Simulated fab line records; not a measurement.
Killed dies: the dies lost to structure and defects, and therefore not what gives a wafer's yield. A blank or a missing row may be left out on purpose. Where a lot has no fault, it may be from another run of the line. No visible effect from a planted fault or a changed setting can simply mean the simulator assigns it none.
fab line records	flow n5Finfet
record: lots: 7	wafers: 21
route steps=1938 shown ZERO_LAYER@4 WELL_APT@24 FIN_SAQP@125 FIN_CUT@169 DUMMY_GATE@224
startH: start of the lot's first displayed wafer, in hours after the record's first day	waitH: hours elapsed since this lot's preceding step	" the same as in the row above	L1.1+2: several wafers, shown together as one row	- no value, or no start was given	* or withheld: withheld	< > ~ a bound
route shown NAME@n: names a module that has steps shown in the file, with the first one's number in the route	usual: mean/standard deviation taken from wafers without a fault	same: alike in all rows	chamber/n: place in a boat	sites: readings site by site	_std_site: the values' standard deviation	_edge_site: mean of outer sites minus mean of inner sites	radiusMm: for every site, how far away it sits from the centre of the wafer	mask NAME#n: copy n	behind: the last tool/chamber to shape the wafer	hold: reason for holding the lot/hours on hold/outcome of the hold	device: the n, p or np transistor that did not switch	end of line: at the end of the route, the tests of the same wafers	step lacking rows: just its recipe	killed: at the first sort, the dies lost to defects and structure; wafer yield is something else	map: shows each die of a wafer: x if killed, . if not, _ if none is there
set.NAME: the setting as run; set.NAME@STEP: as run at that earlier step	model.NAME: the simulator's own value behind a step, which no gauge read
lots where settings were altered on purpose, with a table for each step and a row for each wafer
== steps ==
step: N5_ZERO_LAYER_PECVD_02
recipe: material: SiO2	targetThkA: 100	tempC: 400	precursor: SiH4/N2O	pressureTorr: 0.75	rfW: 275	timeS: 6
lot.wafer	tool	chamber	startH	waitH	set.timeS	model.SiO2_of_ZERO_LAYER_PECVD_02.thkNm
L075.1	pecvd-01	2	18.28	0.0	6	9.967
L075.5	"	2	"	"	6	10.03
L075.6	"	0	"	"	6	10.17
L077.2	pecvd-03	0	30.28	0.0	6	10.32
L077.4	"	2	"	"	5.628	9.541
L077.5	"	1	"	"	6	10.33
L081.2	pecvd-01	1	54.28	0.0	6	9.847
L081.4	"	1	"	"	6	10.06
L081.6	"	0	"	"	6	10.05
L090.4	pecvd-03	1	108.31	0.1	6	9.88
L090.5	"	1	"	"	6	10
L090.6	"	2	"	"	5.527	9.348
L091.3	pecvd-01	2	114.28	0.0	6	9.991
L091.5	"	0	"	"	5.247	8.84
L091.6	"	1	"	"	5.247	9.059
L092.1	pecvd-04	0	120.28	0.0	5.283	8.471
L092.3	"	1	"	"	6	9.523
L092.4	"	1	"	"	5.283	8.622
L093.1	pecvd-04	2	126.28	0.0	6	9.767
L093.3	"	0	"	"	6.644	10.88
L093.6	"	0	"	"	6.644	11.06
step: N5_ZERO_LAYER_EXPOSE_08
recipe: maskId: ZERO	na: 0.55	sourceShape: conventional	sigmaOuter: 0.8	polarization: unpolarized	defocusNm: 0	targetCdNm: 2000	doseMj: 16.2
lot.wafer	tool	chamber	startH	waitH	mask	set.doseMj
L075.1+6	krfScanner-02	0	18.47	-	ZERO#0	15.5
L075.5	"	0	"	"	ZERO#0	16.2
L077.2+4+5	krfScanner-01	0	30.60	-	ZERO#0	16.2
L081.2+4+6	krfScanner-01	0	54.60	-	ZERO#0	16.2
L090.4	krfScanner-01	0	108.63	-	ZERO#0	16.2
L090.5+6	"	0	"	"	ZERO#0	15.32
L091.3	krfScanner-02	0	114.60	-	ZERO#0	16.2
L091.5+6	"	0	"	"	ZERO#0	15.75
L092.1+3	krfScanner-02	0	120.47	-	ZERO#0	16.2
L092.4	"	0	"	"	ZERO#0	15.09
L093.1+3+6	krfScanner-02	0	126.46	-	ZERO#0	16.2
step: N5_ZERO_LAYER_PEB_09
recipe: pebTempC: withheld	pebTimeS: *
step: N5_ZERO_LAYER_DEVELOP_10
recipe: developTimeS: 60	rinseLiquid: diw	dry: airSpin	devTempC: 21
step: N5_ZERO_LAYER_HARDBAKE_23
recipe: tempC: 130	timeS: 120
step: N5_ZERO_LAYER_CD_MEAS_11
recipe: targetCdNm: 2000	landingEnergyEv: 500	detector: seInlens
usual: cdNm: 2000.9/2
lot.wafer	tool	chamber	startH	waitH	set.doseMj@ZERO_LAYER_EXPOSE_08	cdNm
L075.1	cdSem-01	0	18.64	-	15.5	1994.5
L075.5	"	0	"	"	16.2	2004.3
L075.6	"	0	"	"	15.5	1990.6
L077.2	cdSem-02	0	30.77	-	16.2	2000.2
L077.4	"	0	"	"	16.2	2002.4
L077.5	"	0	"	"	16.2	2002.5
L081.2	cdSem-01	0	54.77	-	16.2	2000.1
L081.4	"	0	"	"	16.2	2001.3
L081.6	"	0	"	"	16.2	1998.4
L090.4	cdSem-01	0	108.79	-	16.2	2001.0
L090.5	"	0	"	"	15.32	1991.4
L090.6	"	0	"	"	15.32	1992.7
L091.3	cdSem-02	0	114.77	-	16.2	1999.3
L091.5	"	0	"	"	15.75	1993.1
L091.6	"	0	"	"	15.75	1994.1
L092.1	cdSem-03	0	120.64	-	16.2	2003.9
L092.3	"	0	"	"	16.2	2001.9
L092.4	"	0	"	"	15.09	1988.1
L093.1	cdSem-03	0	126.64	-	16.2	2006.5
L093.3	"	0	"	"	16.2	2003.8
L093.6	"	0	"	"	16.2	2001.5
step: N5_ZERO_LAYER_DESCUM_16
recipe: chemistry: O2	timeS: 7.9	sourcePowerW: 50	biasPowerW: 20	pressureMtorr: 20	rfFrequencyHz: 2.712e+07	tempC: 40	o2FlowSccm: 225
lot.wafer	tool	chamber	startH	waitH	set.doseMj@ZERO_LAYER_EXPOSE_08	model.ZERO_LAYER.cdNm
L075.1	rieDiel-01	3	18.68	0.0	15.5	1995
L075.5	"	0	"	"	16.2	2005
L075.6	"	1	"	"	15.5	1991
L077.2	rieDiel-03	3	30.81	0.0	16.2	-
L077.4	"	1	"	"	16.2	2002
L077.5	"	2	"	"	16.2	2003
L081.2	rieDiel-03	1	54.80	0.0	16.2	2000
L081.4	"	0	"	"	16.2	2001
L081.6	"	2	"	"	16.2	1998
L090.4	rieDiel-03	3	108.85	0.1	16.2	2001
L090.5	"	2	"	"	15.32	1991
L090.6	"	0	"	"	15.32	1993
L091.3	rieDiel-03	0	114.81	0.0	16.2	1999
L091.5	"	0	"	"	15.75	1993
L091.6	"	3	"	"	15.75	1994
L092.1	rieDiel-06	3	120.68	0.0	16.2	2004
L092.3	"	1	"	"	16.2	2002
L092.4	"	0	"	"	15.09	1988
L093.1	rieDiel-03	3	126.68	0.0	16.2	2006
L093.3	"	2	"	"	16.2	2004
L093.6	"	1	"	"	16.2	2002
step: N5_WELL_APT_EXPOSE_05
recipe: maskId: NWELL	na: 0.8	sourceShape: conventional	sigmaOuter: 0.8	polarization: unpolarized	defocusNm: 0	targetCdNm: 200	doseMj: 20.3
lot.wafer	tool	chamber	startH	waitH	mask	set.doseMj
L075.1+6	krfScanner-02	0	19.39	-	NWELL#0	20.3
L075.5	"	0	"	"	NWELL#0	21.61
L077.2+5	krfScanner-02	0	31.52	-	NWELL#0	20.3
L077.4	"	0	"	"	NWELL#0	19.43
L081.2+4+6	krfScanner-02	0	55.51	-	NWELL#0	20.3
L090.4+5+6	krfScanner-01	0	109.85	-	NWELL#0	19.46
L091.3+6	krfScanner-02	0	115.65	-	NWELL#0	19.07
L091.5	"	0	"	"	NWELL#0	20.3
L092.1+4	krfScanner-01	0	121.51	-	NWELL#0	19.32
L092.3	"	0	"	"	NWELL#0	20.3
L093.1+6	krfScanner-01	0	127.38	-	NWELL#0	20.3
L093.3	"	0	"	"	NWELL#0	19.52
step: N5_WELL_APT_PEB_06
recipe: pebTempC: 130	pebTimeS: 90
lot.wafer	tool	chamber	startH	waitH	set.pebTimeS
L075.1	lithoTrack-05	0	19.44	0.1	90
L075.5+6	"	0	"	"	97.58
L077.2+4+5	lithoTrack-05	0	31.57	0.0	90
L081.2+4+6	lithoTrack-03	0	55.57	0.0	90
L090.4+5	lithoTrack-05	0	109.89	0.0	74.66
L090.6	"	0	"	"	90
L091.3+5+6	lithoTrack-02	0	115.70	0.0	90
L092.1	lithoTrack-03	0	121.57	0.1	90
L092.3+4	"	0	"	"	101.6
L093.1	lithoTrack-02	0	127.44	0.1	83.14
L093.3+6	"	0	"	"	90
step: N5_WELL_APT_DEVELOP_07
recipe: developTimeS: 45	rinseLiquid: surfactantRinse	dry: airSpin	devTempC: 21
step: N5_WELL_APT_HARDBAKE_12
recipe: tempC: 130	timeS: 120
step: N5_WELL_APT_CD_MEAS_08
recipe: targetCdNm: 200	landingEnergyEv: 500	detector: seInlens
usual: cdNm: 200.3/1.5
lot.wafer	tool	chamber	startH	waitH	set.doseMj@WELL_APT_EXPOSE_05	set.pebTimeS@WELL_APT_PEB_06	cdNm
L075.1	cdSem-02	0	19.56	-	20.3	90	201.1
L075.5	"	0	"	"	21.61	97.58	215.1
L075.6	"	0	"	"	20.3	97.58	204.5
L077.2	cdSem-03	0	31.68	-	20.3	90	198.8
L077.4	"	0	"	"	19.43	90	193.8
L077.5	"	0	"	"	20.3	90	199.0
L081.2	cdSem-03	0	55.68	-	20.3	90	199.9
L081.4	"	0	"	"	20.3	90	200.6
L081.6	"	0	"	"	20.3	90	202.4
L090.4	cdSem-02	0	110.01	-	19.46	74.66	187.0
L090.5	"	0	"	"	19.46	74.66	186.8
L090.6	"	0	"	"	19.46	90	195.6
L091.3	cdSem-01	0	115.81	-	19.07	90	189.2
L091.5	"	0	"	"	20.3	90	198.1
L091.6	"	0	"	"	19.07	90	187.7
L092.1	cdSem-03	0	121.68	-	19.32	90	191.1
L092.3	"	0	"	"	20.3	101.6	205.3
L092.4	"	0	"	"	19.32	101.6	198.6
L093.1	cdSem-03	0	127.56	-	20.3	83.14	195.4
L093.3	"	0	"	"	19.52	90	193.0
L093.6	"	0	"	"	20.3	90	199.2
step: N5_WELL_APT_DESCUM_13
recipe: chemistry: O2	timeS: 7.9	sourcePowerW: 50	biasPowerW: 20	pressureMtorr: 20	rfFrequencyHz: 2.712e+07	tempC: 40	o2FlowSccm: 225
lot.wafer	tool	chamber	startH	waitH	set.doseMj@WELL_APT_EXPOSE_05	set.pebTimeS@WELL_APT_PEB_06	model.WELL_APT.cdNm
L075.1	rieDiel-04	2	19.65	0.0	20.3	90	200.7
L075.5	"	2	"	"	21.61	97.58	214.9
L075.6	"	1	"	"	20.3	97.58	204.6
L077.2+5	rieDiel-02	2	31.80	0.1	20.3	90	198.9
L077.4	"	1	"	"	19.43	90	193.7
L081.2	rieDiel-05	2	55.77	0.0	20.3	90	199.8
L081.4	"	1	"	"	20.3	90	201
L081.6	"	3	"	"	20.3	90	202.1
L090.4	rieDiel-04	3	110.10	0.0	19.46	74.66	186.9
L090.5	"	1	"	"	19.46	74.66	187
L090.6	"	0	"	"	19.46	90	196.2
L091.3	rieDiel-02	0	115.90	0.0	19.07	90	189.3
L091.5	"	0	"	"	20.3	90	198.2
L091.6	"	1	"	"	19.07	90	187.7
L092.1	rieDiel-02	3	121.78	0.0	19.32	90	191.3
L092.3	"	0	"	"	20.3	101.6	205.7
L092.4	"	1	"	"	19.32	101.6	198.4
L093.1	rieDiel-02	1	127.64	0.0	20.3	83.14	195.7
L093.3	"	0	"	"	19.52	90	193.1
L093.6	"	1	"	"	20.3	90	199.3
step: N5_FIN_SAQP_SPACER1_ALD_24
recipe: material: SiO2	targetThkA: 203	tempC: 300	aldPrecursorFamily: BDEAS	aldCoReactant: O2-plasma	pulseTimeS: 1	purgeTimeS: 2	coReactantPurgeTimeS: 2	aldCycles: 218	pressureTorr: 2
lot.wafer	tool	chamber	startH	waitH	set.aldCycles	model.SiO2_of_FIN_SAQP_SPACER1_ALD_24.thkNm
L075.1+5	aldSin-01	2,1	31.20	0.9	191	17.8
L075.6	"	2	"	"	218	20.4
L077.2	aldSin-01	0	40.85	0.4	218	20.2
L077.4+5	"	3,0	"	"	186	17.2
L081.2+4+6	aldSin-04	3,2,1	65.47	0.3	218	20.2
L090.4	aldSin-01	0	119.00	0.5	218	20.2
L090.5+6	"	2,3	"	"	218	20.4
L091.3	aldSin-04	3	125.78	0.1	251	23.6
L091.5	"	2	"	"	251	23.4
L091.6	"	3	"	"	218	20.4
L092.1	aldSin-04	0	130.77	0.3	184	17.2
L092.3+4	"	3,2	"	"	218	20.2
L093.1+6	aldSin-04	1,3	137.76	0.3	191	17.8
L093.3	"	2	"	"	218	20.4
step: N5_FIN_SAQP_SPACER1_ETCHBACK_25
recipe: chemistry: CHF3/O2	mode: anisotropicEtchback	target: SiO2	targetDepthA: 244	timeS: 12.2	pressureMtorr: 30	sourceW: 650	biasW: 170	Ar_flow_sccm: 200	CHF3_flow_sccm: 50	O2_flow_sccm: 5	ionEnergyEv: 200
step: N5_FIN_SAQP_MANDREL1_REMOVE_56
recipe: chemistry: HBr/Cl2/O2	btTimeS: 10	target: a-Si	stopOn: SiNx	endpoint: OES-SiCl	overEtchFrac: 1	icpW: 600	biasW: 22	HBr_flow_sccm: 150	Cl2_flow_sccm: 80	O2_flow_sccm: 5	pressureMtorr: 10
lot.wafer	tool	chamber	startH	waitH	set.aldCycles@FIN_SAQP_SPACER1_ALD_24	model.FIN_SAQP.cdNm
L075.1	rieSi-03	3	32.13	0.1	191	17.8
L075.5	"	0	"	"	191	17.6
L075.6	"	3	"	"	218	20.4
L077.2	rieSi-06	2	41.69	0.1	218	20.4
L077.4	"	1	"	"	186	17
L077.5	"	2	"	"	186	17.4
L081.2+4+6	rieSi-04	1,2,2	66.51	0.1	218	20.2
L090.4+5	rieSi-06	1,3	119.47	0.1	218	20.2
L090.6	"	2	"	"	218	20.4
L091.3+5	rieSi-04	3,0	126.64	0.1	251	23.6
L091.6	"	1	"	"	218	20.4
L092.1	rieSi-06	1	131.57	0.1	184	17
L092.3	"	2	"	"	218	20.4
L092.4	"	3	"	"	218	20.2
L093.1	rieSi-03	0	138.58	0.1	191	17.8
L093.3	"	3	"	"	218	20.6
L093.6	"	2	"	"	191	18
step: N5_FIN_SAQP_CD_MEAS_27
recipe: targetCdNm: 20	landingEnergyEv: 1000	detector: seInlens	polarity: line
usual: cdNm: 20.27/0.25
lot.wafer	tool	chamber	startH	waitH	set.aldCycles@FIN_SAQP_SPACER1_ALD_24	cdNm
L075.1	cdSem-02	0	32.24	0.1	191	17.75
L075.5	"	0	"	"	191	17.61
L075.6	"	0	"	"	218	20.40
L077.2	cdSem-02	0	41.80	0.1	218	20.23
L077.4	"	0	"	"	186	17.09
L077.5	"	0	"	"	186	17.86
L081.2	cdSem-03	0	66.62	0.1	218	19.76
L081.4	"	0	"	"	218	19.97
L081.6	"	0	"	"	218	20.26
L090.4	cdSem-01	0	119.59	0.1	218	20.18
L090.5	"	0	"	"	218	20.45
L090.6	"	0	"	"	218	20.47
L091.3	cdSem-03	0	126.75	0.1	251	23.53
L091.5	"	0	"	"	251	23.74
L091.6	"	0	"	"	218	20.49
L092.1	cdSem-03	0	131.69	0.1	184	17.07
L092.3	"	0	"	"	218	20.99
L092.4	"	0	"	"	218	20.77
L093.1	cdSem-03	0	138.69	0.1	191	17.72
L093.3	"	0	"	"	218	20.26
L093.6	"	0	"	"	191	18.29
step: N5_FIN_CUT_ETCH_21
recipe: chemistry: N2/H2	target: SOC	targetDepthA: 2190	overetchA: 438	maskMaterial: SiARC	tempC: 40	ionEnergyEv: 100	biasW: 61	timeS: 523.5	pressureMtorr: 30	sourceW: 850	n2FlowSccm: 200	h2FlowSccm: 200
lot.wafer	tool	chamber	startH	waitH	set.timeS	model.etch.depthNm	model.SiARC_of_FIN_CUT_COAT_19.thkNm
L075.1	rieDiel-03	1	36.46	0.0	448.9	225.2	13
L075.5	"	1	"	"	448.9	225.3	13
L075.6	"	3	"	"	523.5	230.3	12
L077.2	rieDiel-03	1	45.04	0.0	430.5	216	13.4
L077.4	"	3	"	"	523.5	230.1	12
L077.5	"	1	"	"	523.5	230.3	11.8
L081.2	rieDiel-01	0	69.62	0.0	523.5	229.7	12
L081.4	"	0	"	"	523.5	230.1	12
L081.6	"	1	"	"	523.5	229.4	11.8
L090.4	rieDiel-03	0	122.80	0.0	523.5	230.4	12
L090.5	"	1	"	"	604.9	230.8	10.8
L090.6	"	0	"	"	604.9	229.9	10.8
L091.3	rieDiel-03	0	129.68	0.0	464.6	230.1	13
L091.5	"	3	"	"	464.6	230.5	13
L091.6	"	2	"	"	523.5	230.2	12.4
L092.1	rieDiel-01	2	134.70	0.0	438.5	225.3	13
L092.3	"	1	"	"	438.5	226.6	13
L092.4	"	0	"	"	438.5	225.1	13
L093.1	rieDiel-06	3	141.72	0.0	523.5	230.5	11.8
L093.3	"	0	"	"	523.5	229.9	12
L093.6	"	2	"	"	523.5	230.2	11.6
step: N5_FIN_CUT_STRIP_23
recipe: chemistry: N2/H2	tempC: 40	n2FlowSccm: 200	h2FlowSccm: 200	rfFrequencyHz: 6e+07
step: N5_FIN_CUT_STRIP_31
recipe: chemistry: N2/H2	tempC: 40	n2FlowSccm: 200	h2FlowSccm: 200	rfFrequencyHz: 6e+07
step: N5_FIN_CUT_CUT_ETCH_26
recipe: chemistry: CH3F/O2	target: SiNx	targetDepthA: 390	maskMaterial: SOC	timeS: 55.7	pressureMtorr: 30	sourceW: 395	biasW: 73	Ar_flow_sccm: 150	CH3F_flow_sccm: 30	O2_flow_sccm: 20	ionEnergyEv: 120
step: N5_FIN_CUT_CUT_ETCH_27
recipe: chemistry: CHF3/O2	target: SiO2	targetDepthA: 40	maskMaterial: SOC	overetchA: 20	timeS: 4.9	pressureMtorr: 30	sourceW: 650	biasW: 170	Ar_flow_sccm: 200	CHF3_flow_sccm: 50	O2_flow_sccm: 5	ionEnergyEv: 200
step: N5_FIN_CUT_PRECLEAN_35
recipe: timeS: 13.3	tempC: 45	pressureTorr: 125	pHfTorr: 3	pCoreactantTorr: 25	chemistry: vHF
lot.wafer	tool	chamber	startH	waitH	set.timeS@FIN_CUT_ETCH_21	model.FIN_CUT.cdOffsetNm
L075.1	vaporEtch-01	0	36.91	0.0	448.9	-0.4
L075.5	"	0	"	"	448.9	-0.2
L075.6	"	1	"	"	523.5	0.4
L077.2	vaporEtch-02	1	45.50	0.0	430.5	-1.6
L077.4	"	0	"	"	523.5	-0.2
L077.5	"	1	"	"	523.5	-0.4
L081.2	vaporEtch-02	1	70.08	0.0	523.5	1
L081.4	"	1	"	"	523.5	0.6
L081.6	"	0	"	"	523.5	0.2
L090.4	vaporEtch-02	1	123.28	0.1	523.5	0.6
L090.5	"	0	"	"	604.9	1.4
L090.6	"	1	"	"	604.9	1.8
L091.3	vaporEtch-01	1	130.25	0.2	464.6	-0.4
L091.5	"	1	"	"	464.6	-0.2
L091.6	"	0	"	"	523.5	0.4
L092.1	vaporEtch-01	0	135.16	0.0	438.5	-0.8
L092.3+4	"	1,0	"	"	438.5	-0.6
L093.1	vaporEtch-02	1	142.17	0.0	523.5	-0.4
L093.3	"	1	"	"	523.5	0.2
L093.6	"	1	"	"	523.5	0.4
step: N5_DUMMY_GATE_COAT_28
recipe: resist: underlayer	tempC: 205	timeS: 60	spinRpm: 1500	resistThkNm: 10
lot.wafer	tool	chamber	startH	waitH	set.spinRpm	model.underlayer_of_DUMMY_GATE_COAT_28.thkNm
L075.1+6	lithoTrack-04	0	-	-	1500	10
L075.5	"	0	"	"	1601	9.6
L077.2+5	lithoTrack-05	0	-	-	1500	10
L077.4	"	0	"	"	1432	10.2
L081.2+4+6	lithoTrack-01	0	-	-	1500	10
L090.4+5	lithoTrack-04	0	-	-	1604	9.6
L090.6	"	0	"	"	1500	10
L091.3+5+6	lithoTrack-01	0	-	-	1500	10
L092.1+3	lithoTrack-05	0	-	-	1500	10
L092.4	"	0	"	"	1346	10.6
L093.1	lithoTrack-01	0	-	-	1386	10.4
L093.3+6	"	0	"	"	1500	10
step: N5_DUMMY_GATE_EXPOSE_12
recipe: maskId: GATE	na: 0.33	sourceShape: annular	sigmaInner: 0.2	sigmaOuter: 0.6	polarization: unpolarized	targetCdNm: 25	doseMj: 34
lot.wafer	tool	chamber	startH	waitH	mask	set.doseMj
L075.1+5+6	euvScanner-01	0	57.51	-	GATE#0	34
L077.2+4	euvScanner-02	0	65.23	-	GATE#0	34
L077.5	"	0	"	"	GATE#0	31.98
L081.2+4+6	euvScanner-02	0	90.71	-	GATE#0	34
L090.4	euvScanner-02	0	141.18	-	GATE#0	34
L090.5+6	"	0	"	"	GATE#0	31.51
L091.3+5+6	euvScanner-01	0	148.34	-	GATE#0	34
L092.1+4	euvScanner-01	0	153.13	-	GATE#0	34
L092.3	"	0	"	"	GATE#0	32.45
L093.1+3	euvScanner-02	0	160.11	-	GATE#0	34
L093.6	"	0	"	"	GATE#0	31.73
step: N5_DUMMY_GATE_PEB_13
recipe: pebTempC: 100	pebTimeS: 60	resist: CAR-EUV
step: N5_DUMMY_GATE_DEVELOP_14
recipe: developTimeS: 30	developer: TMAH	resist: CAR-EUV	rinseLiquid: surfactantRinse	dry: airSpin	devTempC: 23
step: N5_DUMMY_GATE_CD_MEAS_15
recipe: targetCdNm: 25.8	landingEnergyEv: 500	detector: seInlens
usual: cdNm: 24.98/0.28
lot.wafer	tool	chamber	startH	waitH	set.doseMj@DUMMY_GATE_EXPOSE_12	cdNm
L075.1	cdSem-03	0	57.63	-	34	25.09
L075.5	"	0	"	"	34	24.99
L075.6	"	0	"	"	34	24.65
L077.2	cdSem-01	0	65.35	-	34	24.90
L077.4	"	0	"	"	34	25.16
L077.5	"	0	"	"	31.98	26.39
L081.2	cdSem-02	0	90.83	-	34	25.06
L081.4	"	0	"	"	34	25.15
L081.6	"	0	"	"	34	24.89
L090.4	cdSem-01	0	141.30	-	34	25.00
L090.5	"	0	"	"	31.51	26.39
L090.6	"	0	"	"	31.51	26.51
L091.3	cdSem-02	0	148.46	-	34	25.07
L091.5	"	0	"	"	34	25.31
L091.6	"	0	"	"	34	25.42
L092.1	cdSem-02	0	153.26	-	34	25.47
L092.3	"	0	"	"	32.45	26.03
L092.4	"	0	"	"	34	25.16
L093.1	cdSem-03	0	160.23	-	34	25.56
L093.3	"	0	"	"	34	25.01
L093.6	"	0	"	"	31.73	26.43
== key ==
split: step: N5_ZERO_LAYER_PECVD_02	setting: timeS	stated: 6	by: wafer
response: step: N5_ZERO_LAYER_PECVD_02	reading: model.SiO2_of_ZERO_LAYER_PECVD_02.thkNm	change: +0.0915	per: 1%	r: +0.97
split: step: N5_ZERO_LAYER_EXPOSE_08	setting: doseMj	stated: 16.2	by: wafer
response: step: N5_ZERO_LAYER_CD_MEAS_11	reading: cdNm	change: +2.1	per: 1%	r: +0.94
response: step: N5_ZERO_LAYER_DESCUM_16	reading: model.ZERO_LAYER.cdNm	change: +2.11	per: 1%	r: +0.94
split: step: N5_WELL_APT_EXPOSE_05	setting: doseMj	stated: 20.3	by: wafer
response: step: N5_WELL_APT_CD_MEAS_08	reading: cdNm	slope: +1.51	per: 1%	togetherWith: pebTimeS@WELL_APT_PEB_06	explained: 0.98
response: step: N5_WELL_APT_DESCUM_13	reading: model.WELL_APT.cdNm	slope: +1.53	per: 1%	togetherWith: pebTimeS@WELL_APT_PEB_06	explained: 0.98
split: step: N5_WELL_APT_PEB_06	setting: pebTimeS	stated: 90	by: wafer
response: step: N5_WELL_APT_CD_MEAS_08	reading: cdNm	slope: +0.515	per: 1%	togetherWith: doseMj@WELL_APT_EXPOSE_05	explained: 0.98
response: step: N5_WELL_APT_DESCUM_13	reading: model.WELL_APT.cdNm	slope: +0.528	per: 1%	togetherWith: doseMj@WELL_APT_EXPOSE_05	explained: 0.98
split: step: N5_FIN_SAQP_SPACER1_ALD_24	setting: aldCycles	stated: 218	by: wafer
response: step: N5_FIN_SAQP_SPACER1_ALD_24	reading: model.SiO2_of_FIN_SAQP_SPACER1_ALD_24.thkNm	change: +0.203	per: 1%	r: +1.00
response: step: N5_FIN_SAQP_MANDREL1_REMOVE_56	reading: model.FIN_SAQP.cdNm	change: +0.215	per: 1%	r: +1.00
response: step: N5_FIN_SAQP_CD_MEAS_27	reading: cdNm	change: +0.21	per: 1%	r: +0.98
split: step: N5_FIN_CUT_ETCH_21	setting: timeS	stated: 523.5	by: wafer
response: step: N5_FIN_CUT_ETCH_21	reading: model.etch.depthNm	shape: bent	atLowest: 216	atStated: 230.1	atHighest: 230.4
response: step: N5_FIN_CUT_ETCH_21	reading: model.SiARC_of_FIN_CUT_COAT_19.thkNm	change: -0.0748	per: 1%	r: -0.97
response: step: N5_FIN_CUT_PRECLEAN_35	reading: model.FIN_CUT.cdOffsetNm	change: +0.0637	per: 1%	r: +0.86
split: step: N5_DUMMY_GATE_COAT_28	setting: spinRpm	stated: 1500	by: wafer
response: step: N5_DUMMY_GATE_COAT_28	reading: model.underlayer_of_DUMMY_GATE_COAT_28.thkNm	change: -0.0562	per: 1%	r: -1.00
split: step: N5_DUMMY_GATE_EXPOSE_12	setting: doseMj	stated: 34	by: wafer
response: step: N5_DUMMY_GATE_CD_MEAS_15	reading: cdNm	change: -0.192	per: 1%	r: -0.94
